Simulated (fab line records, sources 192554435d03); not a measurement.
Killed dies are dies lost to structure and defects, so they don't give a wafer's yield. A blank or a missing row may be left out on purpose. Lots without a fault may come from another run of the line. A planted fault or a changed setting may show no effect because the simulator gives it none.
Split-lot experiment | flow n5_finfet | 7 lots, 21 wafers read, on a route of 1938 steps

THE SPLIT
At N5_MOL_CONTACT_COAG_ETCH_110 (etches Si in CF4/O2, target depth 2.5 nm, time 8 s), the setting bias_w was moved away from the recipe's 12 W on 8 of the 21 wafers read, by -15.5% to +11.4%. The other wafers ran this setting at the recipe's value.

The reading is taken at the split's own step.

THE READING
rf_vpp_V, in V, at N5_MOL_CONTACT_COAG_ETCH_110 (etches Si in CF4/O2, target depth 2.5 nm, time 8 s). Fault-free wafers of this fab line usually give 127.2 V, standard deviation 1.5 V.

wafer  | tool, chamber at the split | bias_w as run, W | against the recipe | rf_vpp_V, V | against lot-mates on the recipe
L076.2 | rie_diel-02, 1             | 12               | recipe             | 125.5       | -
L076.3 | rie_diel-02, 0             | 12               | recipe             | 126.0       | -
L076.6 | rie_diel-02, 2             | 12               | recipe             | 130.4       | -
L077.1 | rie_diel-05, 2             | 10.93            | -8.9%              | 117.8       | -8.8
L077.3 | rie_diel-05, 3             | 12               | recipe             | 126.3       | -
L077.5 | rie_diel-05, 2             | 12               | recipe             | 126.9       | -
L089.1 | rie_diel-05, 1             | 12               | recipe             | 127.2       | -
L089.4 | rie_diel-05, 0             | 12               | recipe             | 126.8       | -
L089.5 | rie_diel-05, 2             | 12               | recipe             | 125.6       | -
L090.2 | rie_diel-06, 0             | 10.14            | -15.5%             | 111.9       | no lot-mate on the recipe
L090.3 | rie_diel-06, 2             | 10.14            | -15.5%             | 110.5       | no lot-mate on the recipe
L090.6 | rie_diel-06, 3             | 10.14            | -15.5%             | 111.0       | no lot-mate on the recipe
L094.1 | rie_diel-02, 3             | 12               | recipe             | 125.9       | -
L094.2 | rie_diel-02, 0             | 12               | recipe             | 126.4       | -
L094.3 | rie_diel-02, 1             | 12               | recipe             | 127.1       | -
L095.1 | rie_diel-02, 2             | 13.37            | +11.4%             | 142.5       | +17.9
L095.2 | rie_diel-02, 3             | 13.37            | +11.4%             | 136.1       | +11.5
L095.5 | rie_diel-02, 0             | 12               | recipe             | 124.6       | -
L097.4 | rie_diel-05, 3             | 10.58            | -11.8%             | 113.6       | -14.8
L097.5 | rie_diel-05, 0             | 10.58            | -11.8%             | 114.3       | -14.1
L097.6 | rie_diel-05, 1             | 12               | recipe             | 128.4       | -

THE FIT
A straight line over all 21 wafers: rf_vpp_V changes by +1.04 V for each +1% of bias_w; r = +0.98; the points scatter about the line by 1.6 V.
The same after taking each lot's own level away (the mean of its wafers on the recipe; 18 wafers): +1.22 V for each +1%; r = +0.98; scatter 1.6 V.
On that fit, the largest move of bias_w shifts the reading by 19 V.
The lots' own levels span 124.60 to 128.40 V, that is 2.5 times the standard deviation above.
So the lot-to-lot level changes the slope: the two fits differ.
Check: with one of the wafers moved furthest among these (-11.8%) left out of the fit, the line predicts -14.1 V for it against its lot-mates. It came out at -14.8 V against them.
Tool readings at the split's step, against how far the setting was moved: rf_vpp_V r = +0.98.

OTHER SPLITS ON THESE WAFERS
These wafers also went through other splits before the reading. Each is held against what the fit with the lots' levels taken away leaves over:
other split on the same wafers | wafers away from the commonest value | r with rf_vpp_V (lot level and that fit taken away)
N5_SD_EPI_P_EPI_21 temp_c      | 8                                    | +0.00
N5_ILD0_CMP_12 down_force_psi  | 4                                    | -0.07
N5_HKMG_FIN_ETCH_31 bias_w     | 8                                    | +0.04
N5_GATE_CUT_COAT_35 spin_rpm   | 8                                    | -0.07
N5_GATE_CUT_COAT_27 temp_c     | 11                                   | +0.00

THE FILE'S OWN FIT
rf_vpp_V changes by +1.19 V for each +1% of bias_w, r = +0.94.
